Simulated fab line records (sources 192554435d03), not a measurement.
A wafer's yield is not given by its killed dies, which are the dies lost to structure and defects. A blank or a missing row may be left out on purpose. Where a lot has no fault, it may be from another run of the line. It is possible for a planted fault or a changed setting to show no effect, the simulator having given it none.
Which of the tools did it? :: flow n5Finfet :: 30 wafers from 10 lots sampled at 4 of the route's 1938 steps

== WHAT THE GAUGES READ, wafer by wafer ==
N5_PASSIVATION_CD_MEAS_44: the cd target is 40000 nm.
lot: L532
measured: day 11 08:35
on: cdSem-02
cdNm (nm): 39999 39998 40000

lot: L531
measured: day 11 16:05
on: cdSem-03
cdNm (nm): 39997 39992 39999

lot: L535
measured: day 12 08:04
on: cdSem-01
cdNm (nm): 40002 40001 39996

lot: L534
measured: day 12 11:17
on: cdSem-03
cdNm (nm): 39999 39999 39999

lot: L544
measured: day 17 22:20
on: cdSem-03
cdNm (nm): 40017 40021 40025

lot: L543
measured: day 17 23:05
on: cdSem-03
cdNm (nm): 40030 40026 40033

lot: L550
measured: day 18 23:52
on: cdSem-02
cdNm (nm): 40002 40000 40003

lot: L551
measured: day 19 03:41
on: cdSem-02
cdNm (nm): 40002 40008 40001

lot: L554
measured: day 19 23:11
on: cdSem-02
cdNm (nm): 40001 39997 40006

lot: L549
measured: day 20 09:08
on: cdSem-01
cdNm (nm): 40005 40005 40001

== TOOL THAT RAN EACH LOT (tool first, then ch and the chambers of the sampled wafers, then the start) ==
lot: L532
N5_PASSIVATION_VIA_ETCH_13: rieDiel-03 ch 0,1, day 11 05:15
N5_PASSIVATION_DEGAS_18: pvdSputter-02, day 11 05:40
N5_PASSIVATION_EXPOSE_41: krfScanner-01 ch 0, day 11 08:25

lot: L531
N5_PASSIVATION_VIA_ETCH_13: rieDiel-03 ch 0,1, day 11 11:44
N5_PASSIVATION_DEGAS_18: pvdSputter-03, day 11 12:14
N5_PASSIVATION_EXPOSE_41: krfScanner-01 ch 0, day 11 15:55

lot: L535
N5_PASSIVATION_VIA_ETCH_13: rieDiel-04 ch 0,1,2, day 12 05:15
N5_PASSIVATION_DEGAS_18: pvdSputter-02, day 12 05:41
N5_PASSIVATION_EXPOSE_41: krfScanner-02 ch 0, day 12 07:53

lot: L534
N5_PASSIVATION_VIA_ETCH_13: rieDiel-02 ch 1,3, day 12 08:08
N5_PASSIVATION_DEGAS_18: pvdSputter-02, day 12 08:46
N5_PASSIVATION_EXPOSE_41: krfScanner-02 ch 0, day 12 11:06

lot: L544
N5_PASSIVATION_VIA_ETCH_13: rieDiel-03 ch 0,1,3, day 17 19:13
N5_PASSIVATION_DEGAS_18: pvdSputter-02, day 17 19:54
N5_PASSIVATION_EXPOSE_41: krfScanner-02 ch 0, day 17 22:09

lot: L543
N5_PASSIVATION_VIA_ETCH_13: rieDiel-02 ch 0,1,3, day 17 19:54
N5_PASSIVATION_DEGAS_18: pvdSputter-01, day 17 20:42
N5_PASSIVATION_EXPOSE_41: krfScanner-02 ch 0, day 17 22:55

lot: L550
N5_PASSIVATION_VIA_ETCH_13: rieDiel-04 ch 0,1, day 18 20:37
N5_PASSIVATION_DEGAS_18: pvdSputter-01, day 18 21:18
N5_PASSIVATION_EXPOSE_41: krfScanner-01 ch 0, day 18 23:41

lot: L551
N5_PASSIVATION_VIA_ETCH_13: rieDiel-04 ch 0,2, day 19 00:11
N5_PASSIVATION_DEGAS_18: pvdSputter-01, day 19 00:36
N5_PASSIVATION_EXPOSE_41: krfScanner-01 ch 0, day 19 03:31

lot: L554
N5_PASSIVATION_VIA_ETCH_13: rieDiel-03 ch 1,2,3, day 19 19:52
N5_PASSIVATION_DEGAS_18: pvdSputter-02, day 19 20:37
N5_PASSIVATION_EXPOSE_41: krfScanner-01 ch 0, day 19 23:01

lot: L549
N5_PASSIVATION_VIA_ETCH_13: rieDiel-02 ch 0,1, day 20 03:37
N5_PASSIVATION_DEGAS_18: pvdSputter-03, day 20 06:19
N5_PASSIVATION_EXPOSE_41: krfScanner-01 ch 0, day 20 08:58
- N5_PASSIVATION_VIA_ETCH_13: etches SiO2 in CHF3/O2, target depth 660 nm, time 330 s.
- N5_PASSIVATION_DEGAS_18: time 60 s.
- N5_PASSIVATION_EXPOSE_41: exposes mask PASS OPEN, defocus 0 nm, target cd 40000 nm.

== THE ANSWER, worked out from the rows above alone ==
Rule: the lots themselves supply what counts as usual. The widest of any qualifying gaps counts: lots, ordered by their means at a reading, are off when they make up no more than a third of the lots, leave a main group of 4 or more, and stand apart from it by 3 or more times the standard deviation of that group's means. A main group whose means are all the same, to the digits that the tables above print for the reading, isn't used. A lot without any number at a reading at which 4 lots or more have one is off too. Where the step has rows for the other lots, those lots are counted as sound.
Off: L544, L543 (N5_PASSIVATION_CD_MEAS_44, cdNm). The main group has a mean of 40000 nm with a standard deviation of 2.4.
A tool fits if, at a process step before that reading, it ran every lot that is off, and no sound lot after the first of them. Gauges at N5_PASSIVATION_CD_MEAS_44: tried the same way as those tools. Can't be told from this: 2 tools fit, krfScanner-02 at N5_PASSIVATION_EXPOSE_41, cdSem-03 at N5_PASSIVATION_CD_MEAS_44.

== WHAT THE SIMULATOR PUT IN ==
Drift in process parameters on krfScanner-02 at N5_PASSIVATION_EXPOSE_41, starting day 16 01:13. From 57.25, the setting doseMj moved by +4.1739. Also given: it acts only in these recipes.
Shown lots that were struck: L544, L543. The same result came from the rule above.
